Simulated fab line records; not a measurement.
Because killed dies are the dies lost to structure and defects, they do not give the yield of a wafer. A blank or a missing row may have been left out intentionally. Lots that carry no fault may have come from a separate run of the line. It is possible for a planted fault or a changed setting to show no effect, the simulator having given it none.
Matching of chambers -- flow n5-finfet -- N5_BEOL_M8_CURE_74 on uv-cure-02: 3 sister chambers
The step cures SiCOH lowk, time 240 s. 6 wafers are shown with their chamber, then 12 later ones without.

== EACH WAFER AND ITS CHAMBER ==
wafer,chamber,wafer_temp_C_max,lamp-power-pct (%)
L081.4,2,386.9,52.36
L081.6,2,386.9,52.39
L084.4,1,387.1,52.34
L084.6,1,387.6,52.38
L091.4,0,387.3,52.30
L091.6,0,388.8,52.20

== WAFERS MISSING THEIR CHAMBER ==
wafer,wafer_temp_C_max,lamp-power-pct (%)
L088.3,387.1,52.36
L088.5,386.9,52.35
L088.6,387.4,52.42
L093.1,387.6,52.28
L093.3,387.1,52.21
L093.5,387.2,52.33
L095.2,387.0,52.27
L095.4,387.5,52.31
L095.5,387.6,52.27
L097.1,386.9,52.31
L097.3,386.9,52.30
L097.4,388.3,52.31

== THE CHAMBER EACH PASSED THROUGH ==
wafer,from the rows above,in truth
L088.3,can't be placed: 1 or 2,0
L088.5,can't be placed: 2 or 1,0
L088.6,can't be placed: 2 or 1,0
L093.1,can't be placed: 0 or 1 or 2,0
L093.3,can't be placed: 0 or 1 or 2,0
L093.5,can't be placed: 1 or 2 or 0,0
L095.2,can't be placed: 0 or 1 or 2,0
L095.4,can't be placed: 1 or 0 or 2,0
L095.5,can't be placed: 0 or 1 or 2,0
L097.1,can't be placed: 1 or 2 or 0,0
L097.3,can't be placed: 1 or 2 or 0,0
L097.4,can't be placed: 0 or 1 or 2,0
Correct placement for 0 of the 12. These rows do not allow placing 12 (true chamber among the candidates in 9). Number placed wrongly: 0.
How it was worked out, from the rows above alone: a wafer's distance from a chamber is the root of the sum, over the readings, of the square of ((its reading less the chamber's mean) divided by the reading's scatter). The wafer belongs to the nearest chamber; if the next one is less than 2 further off, it can't be placed. A chamber's mean is the mean of its shown wafers. The scatter: take each reading less its chamber's mean, square it, sum over the shown wafers, divide by the number of wafers less the number of chambers, and take the root.
